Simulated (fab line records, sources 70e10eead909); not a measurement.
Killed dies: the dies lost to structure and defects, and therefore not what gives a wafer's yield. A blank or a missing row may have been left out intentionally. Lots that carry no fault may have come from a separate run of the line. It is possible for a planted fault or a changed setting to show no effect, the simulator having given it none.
Which tool was responsible? + flow nandHarc + 42 wafers from 14 lots sampled at 5 of the route's 1159 steps

== WHAT EACH GAUGE READ, for each wafer ==
NHARC_A_SOURCE_PLATE_THK_MEAS_09: measures by ellipsometry. Usual: thkNm 9.6 nm, standard deviation 0.99.
| lot  | measured     | on           | thkNm (nm)     | flag |
|------|--------------|--------------|----------------|------|
| L567 | day 7 10:46  | filmMetro-02 | 9.9 8.0 8.1    |      |
| L566 | day 7 10:46  | filmMetro-01 | 9.0 8.6 10.2   |      |
| L568 | day 7 10:46  | filmMetro-02 | 9.0 8.9 9.4    |      |
| L569 | day 7 16:55  | filmMetro-02 | 8.2 10.3 9.1   |      |
| L570 | day 8 04:51  | filmMetro-02 | 11.1 7.2 10.2  |      |
| L572 | day 8 10:00  | filmMetro-02 | 9.2 10.0 8.6   |      |
| L574 | day 8 22:22  | filmMetro-01 | 9.7 11.4 9.7   |      |
| L575 | day 9 10:05  | filmMetro-02 | 10.6 9.1 10.4  |      |
| L576 | day 9 10:06  | filmMetro-01 | 10.6 11.1 10.6 |      |
| L578 | day 10 21:48 | filmMetro-01 | 9.4 8.0 12.4   |      |
| L583 | day 11 07:40 | filmMetro-01 | 8.5 8.5 10.3   |      |
| L587 | day 12 07:05 | filmMetro-01 | 9.7 10.4 10.2  |      |
| L589 | day 12 07:05 | filmMetro-02 | 9.3 10.2 10.8  |      |
| L588 | day 12 13:41 | filmMetro-02 | 8.6 10.6 10.6  |      |

NHARC_A_SOURCE_PLATE_INSPECT_08. Usual: rawDefectCount 66, standard deviation 25.
| lot  | measured     | on               | rawDefectCount | flag |
|------|--------------|------------------|----------------|------|
| L567 | day 8 04:00  | defectInspect-02 | 98 53 60       |      |
| L566 | day 8 04:00  | defectInspect-01 | 77 61 74       |      |
| L568 | day 8 04:00  | defectInspect-01 | 40 80 59       |      |
| L569 | day 8 04:00  | defectInspect-02 | 61 78 57       |      |
| L570 | day 8 17:56  | defectInspect-01 | 65 37 61       |      |
| L572 | day 9 01:33  | defectInspect-02 | 43 52 43       |      |
| L574 | day 9 13:34  | defectInspect-01 | 77 62 31       |      |
| L575 | day 9 23:16  | defectInspect-01 | 87 64 43       |      |
| L576 | day 9 23:16  | defectInspect-02 | 62 77 83       |      |
| L578 | day 11 10:43 | defectInspect-02 | 105 136 99     |      |
| L583 | day 11 20:47 | defectInspect-02 | 100 45 76      |      |
| L587 | day 12 21:47 | defectInspect-02 | 30 28 34       |      |
| L589 | day 12 21:47 | defectInspect-02 | 62 50 80       |      |
| L588 | day 13 03:31 | defectInspect-02 | 92 59 71       |      |

NHARC_A_ONON_D1_THK_MEAS_05: measures by ellipsometry. Usual: thkNm 998 nm, standard deviation 9.5.
| lot  | measured     | on           | thkNm (nm)     | flag |
|------|--------------|--------------|----------------|------|
| L567 | day 8 05:08  | filmMetro-02 | 1009 1007 1008 |      |
| L566 | day 8 05:09  | filmMetro-01 | 988 989 986    |      |
| L568 | day 8 05:30  | filmMetro-01 | 985 983 984    |      |
| L569 | day 8 05:17  | filmMetro-01 | 997 997 998    |      |
| L570 | day 8 19:05  | filmMetro-01 | 993 992 992    |      |
| L572 | day 9 02:42  | filmMetro-01 | 996 997 997    |      |
| L574 | day 9 14:42  | filmMetro-02 | 998 998 998    |      |
| L575 | day 10 00:25 | filmMetro-01 | 1001 1000 999  |      |
| L576 | day 10 00:25 | filmMetro-02 | 1000 1002 1001 |      |
| L578 | day 11 12:00 | filmMetro-02 | 1224 1224 1225 | OFF  |
| L583 | day 11 21:55 | filmMetro-01 | 1245 1245 1244 | OFF  |
| L587 | day 12 22:56 | filmMetro-01 | 1000 1000 999  |      |
| L589 | day 12 22:57 | filmMetro-02 | 986 987 985    |      |
| L588 | day 13 04:39 | filmMetro-02 | 994 994 992    |      |

NHARC_END_SORT_01. Usual: killedAtArray 29, standard deviation 12; killedAtOther 0.7, standard deviation 1; killedAtPeriphery 4, standard deviation 3.2; killedDies 34, standard deviation 12; killedOpen 3.4, standard deviation 2; killedShort 1.8, standard deviation 1.3.
| lot  | measured     | on        | killedAtArray | killedAtOther | killedAtPeriphery | killedDies  | killedOpen | killedShort | flag |
|------|--------------|-----------|---------------|---------------|-------------------|-------------|------------|-------------|------|
| L567 | day 20 05:43 | prober-02 | 23 21 27      | 1 0 0         | 4 4 3             | 28 25 30    | 5 3 3      | 1 0 1       |      |
| L566 | day 20 08:11 | prober-01 | 8 10 13       | 0 0 0         | 6 4 6             | 14 14 19    | 1 0 5      | 0 2 3       |      |
| L568 | day 20 12:40 | prober-02 | 19 20 20      | 0 0 0         | 0 2 3             | 19 22 23    | 3 2 2      | 1 0 0       |      |
| L569 | day 20 00:25 | prober-01 | 21 18 20      | 1 0 0         | 12 10 14          | 34 28 34    | 6 1 3      | 3 2 0       |      |
| L570 | day 20 17:36 | prober-01 | 26 33 28      | 2 3 1         | 5 7 3             | 33 43 32    | 5 5 4      | 1 1 1       |      |
| L572 | day 21 00:21 | prober-02 | 32 35 26      | 0 0 0         | 3 5 6             | 35 40 32    | 2 5 4      | 2 2 2       |      |
| L574 | day 21 18:13 | prober-02 | 22 20 16      | 0 0 0         | 5 3 6             | 27 23 22    | 3 0 1      | 4 2 1       |      |
| L575 | day 21 10:22 | prober-02 | 30 24 27      | 0 0 0         | 2 0 1             | 32 24 28    | 0 2 2      | 1 1 1       |      |
| L576 | day 21 17:17 | prober-01 | 36 34 35      | 0 0 0         | 3 3 2             | 39 37 37    | 1 3 2      | 2 1 2       |      |
| L578 | day 23 03:43 | prober-01 | 674 676 676   | 0 1 0         | 3 0 1             | 677 677 677 | 2 1 2      | 0 2 2       | OFF  |
| L583 | day 23 17:20 | prober-01 | 671 669 671   | 0 0 0         | 6 8 6             | 677 677 677 | 5 1 1      | 1 1 2       | OFF  |
| L587 | day 25 06:47 | prober-01 | 26 25 25      | 1 2 0         | 4 0 4             | 31 27 29    | 4 4 4      | 0 1 4       |      |
| L589 | day 25 05:44 | prober-02 | 43 39 33      | 2 0 1         | 1 1 1             | 46 40 35    | 7 4 2      | 3 1 1       |      |
| L588 | day 24 23:53 | prober-01 | 32 51 36      | 1 1 0         | 1 1 2             | 34 53 38    | 2 5 2      | 3 1 0       |      |

== EACH LOT AND THE TOOL THAT RAN IT (in order: tool; ch and the chambers of the sampled wafers; start) ==
| lot  | NHARC_A_ONON_D1_DEP_03          |
|------|---------------------------------|
| L567 | pecvdOnon-03 ch 0, day 8 04:41  |
| L566 | pecvdOnon-02 ch 0, day 8 04:41  |
| L568 | pecvdOnon-03 ch 0, day 8 04:59  |
| L569 | pecvdOnon-01 ch 0, day 8 04:49  |
| L570 | pecvdOnon-02 ch 0, day 8 18:34  |
| L572 | pecvdOnon-03 ch 0, day 9 02:11  |
| L574 | pecvdOnon-02 ch 0, day 9 14:15  |
| L575 | pecvdOnon-02 ch 0, day 9 23:58  |
| L576 | pecvdOnon-03 ch 0, day 9 23:54  |
| L578 | pecvdOnon-03 ch 0, day 11 11:36 |
| L583 | pecvdOnon-03 ch 0, day 11 21:28 |
| L587 | pecvdOnon-01 ch 0, day 12 22:25 |
| L589 | pecvdOnon-02 ch 0, day 12 22:25 |
| L588 | pecvdOnon-01 ch 0, day 13 04:12 |
- NHARC_A_ONON_D1_DEP_03: target thk 1000 nm.

== WHAT THE TOOLS THEMSELVES READ (means of the sampled wafers that have a number; where no wafer has one, the mark that the record gives instead) ==
NHARC_A_ONON_D1_DEP_03. Usual: susceptorTempC 400.02 C, standard deviation 0.22.
| lot  | tool         | susceptorTempC (C) | flag |
|------|--------------|--------------------|------|
| L567 | pecvdOnon-03 | 399.80             |      |
| L566 | pecvdOnon-02 | 399.95             |      |
| L568 | pecvdOnon-03 | 400.06             |      |
| L569 | pecvdOnon-01 | 400.12             |      |
| L570 | pecvdOnon-02 | 400.23             |      |
| L572 | pecvdOnon-03 | 400.16             |      |
| L574 | pecvdOnon-02 | 399.82             |      |
| L575 | pecvdOnon-02 | 399.96             |      |
| L576 | pecvdOnon-03 | 400.03             |      |
| L578 | pecvdOnon-03 | 399.94             |      |
| L583 | pecvdOnon-03 | 400.14             |      |
| L587 | pecvdOnon-01 | 400.05             |      |
| L589 | pecvdOnon-02 | 399.83             |      |
| L588 | pecvdOnon-01 | 400.09             |      |

== THE ANSWER, worked out from the rows above alone ==
Rule: take the mean of a lot's wafers that have a number; if it is more than 3 standard deviations from the usual mean, the lot is off. A lot without any number at a reading at which 4 lots or more have one is off too. Where the step has rows for the other lots, those lots are counted as sound. First the gauges in route order, then the tools' own readings, where a lot's mean is used as printed above. At the first step where some lot is off, the reading lying furthest off is the one used; lots without a number count as furthest.
Off at NHARC_A_ONON_D1_THK_MEAS_05 (thkNm): L578, L583.
A tool fits if, at a process step before that reading, it ran every lot that is off, and no sound lot after the first of them. The gauges at NHARC_A_ONON_D1_THK_MEAS_05 aren't tried: what is off there is off at NHARC_END_SORT_01 too, on other tools, and a gauge's error can't cause that. One fits: NHARC_A_ONON_D1_DEP_03 on pecvdOnon-03. Its last sound lot is L576 (day 9 23:54), its first lot that is off L578 (day 11 11:36): a fault that began between those two fits.

== WHAT THE SIMULATOR HAD INSERTED ==
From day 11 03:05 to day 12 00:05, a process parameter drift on pecvdOnon-03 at NHARC_A_ONON_D1_DEP_03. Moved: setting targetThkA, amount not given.
Shown lots that were struck: L578, L583. Same finding as the rule above.
